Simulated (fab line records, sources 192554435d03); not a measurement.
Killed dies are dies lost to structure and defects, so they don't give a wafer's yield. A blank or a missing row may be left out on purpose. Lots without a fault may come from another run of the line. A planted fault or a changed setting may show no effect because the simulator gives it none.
Split-lot experiment | flow n5_finfet | 7 lots, 21 wafers read, on a route of 1938 steps

THE SPLIT
At N5_BEOL_M13_EXPOSE_07 (exposes mask V12), the setting dose_mj was moved away from the recipe's 24.8 on 7 of the 21 wafers read, by -5.8% to +5.2%. The other wafers ran this setting at the recipe's value.

FROM THE SPLIT TO THE READING: what the file shows between them, 9 steps
- N5_BEOL_M13_PEB_08: peb time 90 s
- N5_BEOL_M13_DEVELOP_09: develop time 45 s
- N5_BEOL_M13_HARDBAKE_14: time 120 s
- N5_BEOL_M13_CD_MEAS_10: target cd 190 nm
- N5_BEOL_M13_ETCH_59: etches BARC in N2/H2, target depth 89 nm, overetch 26.7 nm, time 67.9 s (also split here: time_s)
- N5_BEOL_M13_VIA_ETCH_16: etches SiOC in C4F8/O2/Ar, target depth 921.7 nm
- N5_BEOL_M13_STRIP_63: strips in N2/H2
- N5_BEOL_M13_STRIP_71: strips in post etch residue remover, time 60 s
- N5_BEOL_M13_SRD_72: time 30 s, dry time 30 s

THE READING
cd_nm, in nm, at N5_BEOL_M13_CD_MEAS_17 (target cd 190 nm). Fault-free wafers of this fab line usually give 189.0 nm, standard deviation 2.2 nm.

wafer  | tool, chamber at the split | dose_mj as run | against the recipe | cd_nm, nm | against lot-mates on the recipe
L079.2 | krf_scanner-01, 0          | 23.86          | -3.8%              | 185.8     | -1.9
L079.3 | krf_scanner-01, 0          | 24.8           | recipe             | 187.7     | -
L079.5 | krf_scanner-01, 0          | 23.86          | -3.8%              | 184.6     | -3.1
L077.1 | krf_scanner-02, 0          | 24.8           | recipe             | 185.7     | -
L077.3 | krf_scanner-02, 0          | 24.8           | recipe             | 187.1     | -
L077.5 | krf_scanner-02, 0          | 24.8           | recipe             | 189.7     | -
L078.1 | krf_scanner-01, 0          | 24.8           | recipe             | 184.7     | -
L078.2 | krf_scanner-01, 0          | 23.36          | -5.8%              | 179.9     | -7.0
L078.6 | krf_scanner-01, 0          | 24.8           | recipe             | 189.1     | -
L080.1 | krf_scanner-01, 0          | 24.8           | recipe             | 188.3     | -
L080.2 | krf_scanner-01, 0          | 24.8           | recipe             | 191.0     | -
L080.6 | krf_scanner-01, 0          | 25.45          | +2.6%              | 194.4     | +4.8
L084.2 | krf_scanner-01, 0          | 24.8           | recipe             | 188.2     | -
L084.5 | krf_scanner-01, 0          | 26.08          | +5.2%              | 193.5     | +5.9
L084.6 | krf_scanner-01, 0          | 24.8           | recipe             | 187.0     | -
L083.3 | krf_scanner-01, 0          | 24.8           | recipe             | 191.2     | -
L083.4 | krf_scanner-01, 0          | 24.8           | recipe             | 189.6     | -
L083.6 | krf_scanner-01, 0          | 24.8           | recipe             | 189.5     | -
L090.1 | krf_scanner-01, 0          | 24.8           | recipe             | 187.4     | -
L090.5 | krf_scanner-01, 0          | 24.02          | -3.1%              | 182.3     | -5.1
L090.6 | krf_scanner-01, 0          | 24.02          | -3.1%              | 182.0     | -5.4

THE FIT
A straight line over all 21 wafers: cd_nm changes by +1.33 nm for each +1% of dose_mj; r = +0.85; the points scatter about the line by 1.9 nm.
The same after taking each lot's own level away (the mean of its wafers on the recipe; 21 wafers): +1.18 nm for each +1%; r = +0.89; scatter 1.5 nm.
On that fit, the largest move of dose_mj shifts the reading by 6.9 nm.
The lots' own levels span 186.90 to 190.10 nm, that is 1.5 times the standard deviation above.
So the lot-to-lot level changes the slope: the two fits differ.
Check: with one of the wafers moved furthest among these (-5.8%) left out of the fit, the line predicts -6.65 nm for it against its lot-mates. It came out at -7 nm against them.

OTHER SPLITS ON THESE WAFERS
These wafers also went through other splits before the reading. Each is held against what the fit with the lots' levels taken away leaves over:
other split on the same wafers      | wafers away from the commonest value | r with cd_nm (lot level and that fit taken away)
N5_BEOL_M11_ETCH_66 time_s          | 5                                    | +0.13
N5_BEOL_M11_TRENCH_ETCH_37 source_w | 10                                   | +0.21
N5_BEOL_M12_ETCH_68 time_s          | 6                                    | +0.14
N5_BEOL_M12_TRENCH_ETCH_34 time_s   | 5                                    | -0.06
N5_BEOL_M13_ETCH_59 time_s          | 7                                    | +0.42

THE WHOLE CHAIN: every reading that the file lists as answering this split, in the file's order
step                   | what it does     | reading | change (the file's fit)              | r (the file's)
N5_BEOL_M13_CD_MEAS_10 | target cd 190 nm | cd_nm   | +1.16 nm for each +1% of the setting | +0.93
N5_BEOL_M13_CD_MEAS_17 | target cd 190 nm | cd_nm   | +1.19 nm for each +1% of the setting | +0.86

THE FILE'S OWN FIT
cd_nm changes by +1.19 nm for each +1% of dose_mj, r = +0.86.
